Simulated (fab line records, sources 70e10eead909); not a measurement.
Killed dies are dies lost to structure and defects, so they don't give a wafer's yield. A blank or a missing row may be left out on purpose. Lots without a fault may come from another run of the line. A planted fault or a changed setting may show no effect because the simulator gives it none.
A struck lot beside a sound one | flow nand_harc | 15 steps out of a route of 1159
Sound: wafers L167.1, L167.4, L167.5. Struck: wafers L170.1, L170.5, L170.6. The cause comes at the end.
At each step with rows: each side's tool, then ch and its chambers, then its first start. Under that, the readings that differ: sound wafers | struck wafers | difference of the means | sigmas: that difference in standard deviations of wafers without a fault.
alike: readings whose means differ by less than 2 such deviations, and words and numbers that are the same on both sides. not compared: withheld readings, readings that some wafer has no value for, bounds like >300 that may hide the same value, and numbers for which the record gives no deviation and whose values overlap.
The two part at a step that has a row with sigmas, a row that says differs or no value, or rows on one side only. Numbers that don't overlap but have no deviation are shown without sigmas and don't part them. A reading that every wafer of one side lacks parts them only if that side has two wafers or more.

first, 1 step without rows for these wafers: NHARC_A_ONON_D1_DEP_12 (target thk 1000 nm).
NHARC_A_ONON_D1_THK_MEAS_14: measures by ellipsometry.
  sound on film_metro-01, day 9 07:23; struck on film_metro-02, day 10 07:55
  alike: thk_nm
then, 2 steps without rows for these wafers: NHARC_A_ONON_D1_ANNEAL_15 (time 3600 s); NHARC_A_ONON_D1_DEP_16 (target thk 1000 nm).
NHARC_A_ONON_D1_THK_MEAS_18: measures by ellipsometry.
  sound on film_metro-01, day 9 14:31; struck on film_metro-02, day 10 15:01
  alike: thk_nm
then, 1 step without rows for these wafers: NHARC_A_ONON_D1_DEP_19 (target thk 1000 nm).
NHARC_A_ONON_D1_THK_MEAS_21: measures by ellipsometry.
  sound on film_metro-01, day 9 15:05; struck on film_metro-01, day 10 15:35
  alike: thk_nm
then, 1 step without rows for these wafers: NHARC_A_ONON_D1_DEP_22 (target thk 1000 nm).
NHARC_A_ONON_D1_THK_MEAS_24: measures by ellipsometry.
  sound on film_metro-02, day 9 15:39; struck on film_metro-02, day 10 16:10
  reading     | sound          | struck        | difference | sigmas
  thk_nm (nm) | 1024 1023 1023 | 1000 1000 999 | -24        | -3
then, 1 step without rows for these wafers: NHARC_A_ONON_D1_DEP_25 (target thk 1000 nm).
NHARC_A_ONON_D1_THK_MEAS_27: measures by ellipsometry.
  sound on film_metro-02, day 9 16:13; struck on film_metro-01, day 10 16:43
  alike: thk_nm
NHARC_A_ONON_D1_DEP_28: target thk 1000 nm.
  sound on pecvd_onon-01 ch 0, day 9 16:16; struck on pecvd_onon-01 ch 0, day 10 16:47
NHARC_A_ONON_D1_THK_MEAS_30: measures by ellipsometry.
  sound on film_metro-02, day 9 16:47; struck on film_metro-01, day 10 17:17
  reading     | sound       | struck      | difference | sigmas
  thk_nm (nm) | 987 985 988 | 636 633 632 | -353       | -32
NHARC_A_ONON_D1_DEP_33: deposits SiO2, target thk 200 nm.
  sound on pecvd-01 ch 0,1,2, day 9 16:50; struck on pecvd-04 ch 0,1,2, day 10 17:20
  alike: heater_power_w, throttle_valve_pct
  not compared: since_wet_clean_h
then, 1 step without rows for these wafers: NHARC_END_SORT_01.

WHERE THEY PART
First at NHARC_A_ONON_D1_THK_MEAS_24; last, within this record, at NHARC_A_ONON_D1_THK_MEAS_30. Later steps at which nothing parts them and some readings are alike: NHARC_A_ONON_D1_DEP_33.

WHY: what the simulator had put in
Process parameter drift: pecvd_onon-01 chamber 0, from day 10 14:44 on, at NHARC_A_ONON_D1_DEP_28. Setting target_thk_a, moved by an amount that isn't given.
